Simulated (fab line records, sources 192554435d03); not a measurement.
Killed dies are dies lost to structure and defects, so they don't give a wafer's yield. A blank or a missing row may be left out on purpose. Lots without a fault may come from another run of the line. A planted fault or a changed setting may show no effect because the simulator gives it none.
Chamber matching | flow n5_finfet | N5_GATE_CUT_SAC_CAP_01 on ald_sin-03: 4 sister chambers
The step material SiNx, target thk 24 nm, pulse time 1 s, ald cycles 480. 8 wafers are shown with their chamber, then 9 later ones without.

WAFERS WITH THEIR CHAMBER
wafer  | chamber | heater_power_w (W) | precursor_pulse_height_rel
L074.6 | 3       | 830                | 0.984
L077.5 | 2       | 832                | 1.023
L080.1 | 0       | 833                | 0.981
L080.3 | 2       | 810                | 1.002
L080.4 | 1       | 928                | 1.014
L083.1 | 0       | 841                | 0.998
L083.3 | 3       | 811                | 1.022
L083.4 | 1       | 884                | 0.994

WAFERS WITHOUT THEIR CHAMBER
wafer  | heater_power_w (W) | precursor_pulse_height_rel
L087.1 | 813                | 0.991
L087.4 | 818                | 0.976
L087.5 | 825                | 1.025
L090.2 | 839                | 1.002
L090.4 | 823                | 1.017
L090.6 | 839                | 1.007
L094.2 | 860                | 1.007
L094.4 | 859                | 0.998
L094.6 | 809                | 0.998

WHICH CHAMBER EACH WENT THROUGH
wafer  | from the rows above               | in truth
L087.1 | can't be placed: 3 or 2 or 0      | 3
L087.4 | can't be placed: 0 or 3 or 2      | 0
L087.5 | can't be placed: 2 or 3 or 0      | 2
L090.2 | can't be placed: 0 or 3 or 2      | 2
L090.4 | can't be placed: 2 or 3 or 0      | 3
L090.6 | can't be placed: 0 or 2 or 3      | 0
L094.2 | can't be placed: 0 or 2 or 3 or 1 | 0
L094.4 | can't be placed: 0 or 3 or 2 or 1 | 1
L094.6 | can't be placed: 3 or 2 or 0      | 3
Placed correctly: 0 of 9. Can't be placed from these rows: 9 (the true chamber is among the candidates in 9). Placed wrongly: 0.
How it was worked out, from the rows above alone: a wafer's distance from a chamber is the root of the sum, over the readings, of the square of ((its reading less the chamber's mean) divided by the reading's scatter). The wafer belongs to the nearest chamber; if the next one is less than 2 further off, it can't be placed. A chamber's mean is the mean of its shown wafers. The scatter: the root of (the sum of the squares of (reading less its chamber's mean) over the shown wafers, divided by (wafers less chambers)).
